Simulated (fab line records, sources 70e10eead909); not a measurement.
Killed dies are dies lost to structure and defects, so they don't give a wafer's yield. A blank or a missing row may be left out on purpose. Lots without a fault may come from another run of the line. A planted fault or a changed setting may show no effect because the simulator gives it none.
Which tool did it? | flow nand_harc | 13 lots, 37 wafers sampled, at 4 steps of a route of 1302

WHAT THE GAUGES READ, wafer by wafer
NHARC_A_M1_INSPECT_27. Usual: raw_defect_count 601, standard deviation 170.
lot  | measured     | on                | raw_defect_count | flag
L204 | day 23 23:05 | defect_inspect-01 | 683 775 607      |
L205 | day 24 12:44 | defect_inspect-02 | 352 364 468      |
L206 | day 25 17:22 | defect_inspect-02 | 470 449 409      |
L209 | day 25 19:05 | defect_inspect-02 | 863 718 606      |
L208 | day 26 04:17 | defect_inspect-02 | 737 713 627      |
L212 | day 27 06:52 | defect_inspect-02 | 589              |
L219 | day 30 13:47 | defect_inspect-01 | 630 536 695      |
L218 | day 30 15:45 | defect_inspect-02 | 607 634 700      |
L220 | day 30 20:50 | defect_inspect-01 | 1294 633 1070    |
L221 | day 31 10:00 | defect_inspect-02 | 540 644 513      |
L222 | day 31 15:15 | defect_inspect-01 | 563 472 585      |
L223 | day 32 11:29 | defect_inspect-01 | 541 540 495      |
L224 | day 32 23:05 | defect_inspect-01 | 515 465 444      |

NHARC_A_BONDPAD_CD_MEAS_13. Usual: cd_nm 499.2 nm, standard deviation 2.1.
lot  | measured     | on        | cd_nm (nm)        | flag
L204 | day 24 01:33 | cd_sem-03 | 498.7 499.1 500.5 |
L205 | day 24 15:07 | cd_sem-03 | 501.2 502.8 501.1 |
L206 | day 25 20:01 | cd_sem-01 | 498.6 495.5 497.6 |
L209 | day 25 21:46 | cd_sem-02 | 503.4 498.0 503.5 |
L208 | day 26 06:44 | cd_sem-03 | 499.2 500.9 498.0 |
L212 | day 27 09:20 | cd_sem-03 | 501.2             |
L219 | day 30 16:06 | cd_sem-01 | 496.7 498.9 497.4 |
L218 | day 30 18:14 | cd_sem-03 | 499.1 500.2 499.4 |
L220 | day 30 23:22 | cd_sem-03 | 497.2 498.7 496.8 |
L221 | day 31 12:29 | cd_sem-03 | 498.8 499.8 504.3 |
L222 | day 31 17:44 | cd_sem-03 | 495.8 497.4 495.1 |
L223 | day 32 13:50 | cd_sem-02 | 498.5 496.8 500.2 |
L224 | day 33 01:46 | cd_sem-03 | 500.8 500.4 496.6 |

WHICH TOOL RAN EACH LOT (tool, then ch and the chambers of the sampled wafers, then the start)
lot  | NHARC_A_BONDPAD_SOFTBAKE_04       | NHARC_A_BONDPAD_DESCUM_11
L204 | litho_track-03 ch 0, day 24 00:00 | rie_diel-13 ch 0,1,2, day 24 01:14
L205 | litho_track-03 ch 0, day 24 14:00 | rie_diel-13 ch 0,1, day 24 14:44
L206 | litho_track-02 ch 0, day 25 19:00 | rie_diel-12 ch 0,1, day 25 19:42
L209 | litho_track-03 ch 0, day 25 20:00 | rie_diel-12 ch 0,1,3, day 25 21:28
L208 | litho_track-03 ch 0, day 26 05:00 | rie_diel-12 ch 1,3, day 26 06:25
L212 | litho_track-03 ch 0, day 27 08:00 | rie_diel-01 ch 1, day 27 09:00
L219 | litho_track-03 ch 0, day 30 15:00 | rie_diel-01 ch 1,2,3, day 30 15:49
L218 | litho_track-02 ch 0, day 30 17:00 | rie_diel-01 ch 0,3, day 30 17:56
L220 | litho_track-03 ch 0, day 30 22:00 | rie_diel-12 ch 0,3, day 30 23:00
L221 | litho_track-07 ch 0, day 31 11:00 | rie_diel-01 ch 0,1,2, day 31 12:10
L222 | litho_track-07 ch 0, day 31 16:00 | rie_diel-12 ch 0,1, day 31 17:25
L223 | litho_track-07 ch 0, day 32 12:00 | rie_diel-13 ch 0,2,3, day 32 13:31
L224 | litho_track-07 ch 0, day 33 00:00 | rie_diel-01 ch 1,2, day 33 01:25
- NHARC_A_BONDPAD_SOFTBAKE_04: time 70 s.
- NHARC_A_BONDPAD_DESCUM_11: chemistry O2, time 3 s.

WHAT THE TOOLS THEMSELVES READ (means of the sampled wafers that have a number; where no wafer has one, the mark that the record gives instead)
NHARC_A_BONDPAD_SOFTBAKE_04. Usual: heater_power_total_W 200.9 W, standard deviation 1.2.
lot  | tool           | heater_power_total_W (W) | flag
L204 | litho_track-03 | 200.3                    |
L205 | litho_track-03 | 201.2                    |
L206 | litho_track-02 | 200.6                    |
L209 | litho_track-03 | 200.0                    |
L208 | litho_track-03 | 201.0                    |
L212 | litho_track-03 | 205.9                    | OFF
L219 | litho_track-03 | 199.8                    |
L218 | litho_track-02 | 202.5                    |
L220 | litho_track-03 | 199.8                    |
L221 | litho_track-07 | 201.0                    |
L222 | litho_track-07 | 201.4                    |
L223 | litho_track-07 | 201.8                    |
L224 | litho_track-07 | 200.6                    |

NHARC_A_BONDPAD_DESCUM_11. Usual: drypump_motor_current_A 5.8 A, standard deviation 0.36; oes_product_au 1.000 a.u., standard deviation 0.01; rf_vpp_V 57.7 V, standard deviation 0.96; showerhead_plenum_p_Torr 1.92 Torr, standard deviation 0.073; throttle_valve_pct 11.312 %, standard deviation 0.0092.
lot  | tool        | drypump_motor_current_A (A) | oes_product_au (a.u.) | rf_vpp_V (V) | showerhead_plenum_p_Torr (Torr) | throttle_valve_pct (%) | flag
L204 | rie_diel-13 | 5.5                         | 0.996                 | 57.9         | 1.94                            | 11.322                 |
L205 | rie_diel-13 | 5.4                         | 0.994                 | 58.7         | 1.99                            | 11.303                 |
L206 | rie_diel-12 | 5.6                         | 1.010                 | 58.3         | 1.82                            | 11.326                 |
L209 | rie_diel-12 | 5.6                         | 0.996                 | 57.9         | 1.86                            | 11.321                 |
L208 | rie_diel-12 | 5.7                         | 0.995                 | 57.4         | 1.90                            | 11.319                 |
L212 | rie_diel-01 | 5.6                         | 1.014                 | 57.8         | 1.96                            | 11.329                 |
L219 | rie_diel-01 | 5.7                         | 1.004                 | 58.6         | 1.95                            | 11.311                 |
L218 | rie_diel-01 | 5.6                         | 0.986                 | 57.9         | 1.96                            | 11.315                 |
L220 | rie_diel-12 | 5.5                         | 1.000                 | 57.2         | 1.88                            | 11.316                 |
L221 | rie_diel-01 | 5.9                         | 1.009                 | 57.9         | 1.97                            | 11.305                 |
L222 | rie_diel-12 | 5.4                         | 1.007                 | 57.6         | 1.80                            | 11.310                 |
L223 | rie_diel-13 | 5.8                         | 0.993                 | 57.2         | 1.89                            | 11.313                 |
L224 | rie_diel-01 | 5.8                         | 0.992                 | 58.8         | 1.96                            | 11.306                 |

THE ANSWER, worked out from the rows above alone
Rule: a lot is off if the mean of its wafers that have a number lies more than 3 standard deviations from the usual mean. A lot without any number at a reading at which 4 lots or more have one is off too. The other lots that the step has rows for count as sound. The gauges are gone through in route order, then the tools' own readings, and for those a lot's mean is taken as printed above. The first step at which some lot is off is used, and at that step the reading that is off furthest; a lot without a number counts as furthest.
Off: L212, at NHARC_A_BONDPAD_SOFTBAKE_04 (heater_power_total_W).
A tool fits if, at that step or a process step before it, it ran every lot that is off, and no sound lot after the first of them. None of those tried fits.

WHAT THE SIMULATOR HAD PUT IN
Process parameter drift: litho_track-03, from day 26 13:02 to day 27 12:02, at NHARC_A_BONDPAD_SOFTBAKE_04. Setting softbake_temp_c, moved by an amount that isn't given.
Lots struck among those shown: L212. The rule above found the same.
